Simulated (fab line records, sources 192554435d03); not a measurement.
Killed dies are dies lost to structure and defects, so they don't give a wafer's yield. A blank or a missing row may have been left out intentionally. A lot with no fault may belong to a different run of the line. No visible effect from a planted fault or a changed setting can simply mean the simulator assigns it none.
Chamber matching / flow n5Finfet / N5_BEOL_M1_ALD_98 on aldSin-04: 4 sister chambers
The step deposits SiO2, target thk 2.5 nm, pulse time 1 s, co reactant pulse time 1 s. 4 wafers are shown with their chamber, then 10 later ones without.

== WAFERS, EACH WITH ITS CHAMBER ==
wafer=L080.6; chamber=0; heaterPowerW (W)=74
wafer=L085.1; chamber=3; heaterPowerW (W)=68
wafer=L091.2; chamber=2; heaterPowerW (W)=80
wafer=L091.5; chamber=1; heaterPowerW (W)=88

== WAFERS WHOSE CHAMBER IS MISSING ==
wafer=L091.6; heaterPowerW (W)=79
wafer=L092.1; heaterPowerW (W)=71
wafer=L092.2; heaterPowerW (W)=89
wafer=L092.5; heaterPowerW (W)=68
wafer=L093.3; heaterPowerW (W)=70
wafer=L093.4; heaterPowerW (W)=67
wafer=L093.6; heaterPowerW (W)=89
wafer=L096.2; heaterPowerW (W)=66
wafer=L096.3; heaterPowerW (W)=90
wafer=L096.4; heaterPowerW (W)=70

== EACH ONE'S CHAMBER ==
wafer=L091.6; from the rows above=2; in truth=2
wafer=L092.1; from the rows above=can't be placed: 0 or 3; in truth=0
wafer=L092.2; from the rows above=1; in truth=1
wafer=L092.5; from the rows above=3; in truth=3
wafer=L093.3; from the rows above=can't be placed: 3 or 0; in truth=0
wafer=L093.4; from the rows above=3; in truth=3
wafer=L093.6; from the rows above=1; in truth=1
wafer=L096.2; from the rows above=3; in truth=3
wafer=L096.3; from the rows above=1; in truth=1
wafer=L096.4; from the rows above=can't be placed: 3 or 0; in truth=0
Correctly placed: 7 of 10. Cannot be placed on the basis of these rows: 3; the candidates contain the true chamber in 3. Number placed wrongly: 0.
How it was worked out, from the rows above alone: a wafer's distance from a chamber is the root of the sum, over the readings, of the square of ((its reading less the chamber's mean) divided by the reading's scatter). If the next closest chamber is less than 2 further off than the closest, the wafer can't be placed; otherwise it belongs to the closest. Each chamber's mean is taken over the wafers shown for it. The scatter (one wafer shown for each chamber): square how far every hidden wafer sits from the nearest shown wafer, average those squares and take the square root.
